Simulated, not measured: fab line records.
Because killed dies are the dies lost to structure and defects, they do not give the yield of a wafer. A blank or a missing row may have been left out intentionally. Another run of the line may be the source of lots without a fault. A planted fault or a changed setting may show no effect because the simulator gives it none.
Matching of chambers || flow n5-finfet || rie-diel-04 running N5_BEOL_M9_DESCUM_16: 4 sister chambers
The step chemistry O2, time 7.9 s. 4 wafers are shown with their chamber, then 6 later ones without.

WAFERS, EACH WITH ITS CHAMBER
{"wafer": "L722.2", "chamber": 0, "showerhead-plenum-p-Torr (Torr)": 2.15}
{"wafer": "L722.4", "chamber": 2, "showerhead-plenum-p-Torr (Torr)": 2.01}
{"wafer": "L724.1", "chamber": 1, "showerhead-plenum-p-Torr (Torr)": 2.16}
{"wafer": "L724.2", "chamber": 3, "showerhead-plenum-p-Torr (Torr)": 2.01}

WAFERS WITHOUT THEIR CHAMBER
{"wafer": "L724.4", "showerhead-plenum-p-Torr (Torr)": 2.01}
{"wafer": "L732.4", "showerhead-plenum-p-Torr (Torr)": 2.15}
{"wafer": "L732.5", "showerhead-plenum-p-Torr (Torr)": 2.01}
{"wafer": "L736.1", "showerhead-plenum-p-Torr (Torr)": 2.14}
{"wafer": "L736.4", "showerhead-plenum-p-Torr (Torr)": 2.15}
{"wafer": "L736.6", "showerhead-plenum-p-Torr (Torr)": 2.01}

CHAMBER TAKEN BY EACH
{"wafer": "L724.4", "from the rows above": "can't be placed: 2 or 3", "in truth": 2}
{"wafer": "L732.4", "from the rows above": 0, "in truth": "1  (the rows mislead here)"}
{"wafer": "L732.5", "from the rows above": "can't be placed: 2 or 3", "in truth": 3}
{"wafer": "L736.1", "from the rows above": 0, "in truth": 0}
{"wafer": "L736.4", "from the rows above": 0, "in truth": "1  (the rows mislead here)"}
{"wafer": "L736.6", "from the rows above": "can't be placed: 2 or 3", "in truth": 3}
Correct placement for 1 of the 6. These rows do not allow placing 3 (true chamber among the candidates in 3). Wrongly placed: 2.
How it was worked out, from the rows above alone: a wafer's distance from a chamber is the root of the sum, over the readings, of the square of ((its reading less the chamber's mean) divided by the reading's scatter). If the next closest chamber is less than 2 further off than the closest, the wafer can't be placed; otherwise it belongs to the closest. A chamber's mean is the mean of its shown wafers. The scatter: with one shown wafer a chamber, the root of the mean of the squares of how far each hidden wafer lies from its nearest shown one.
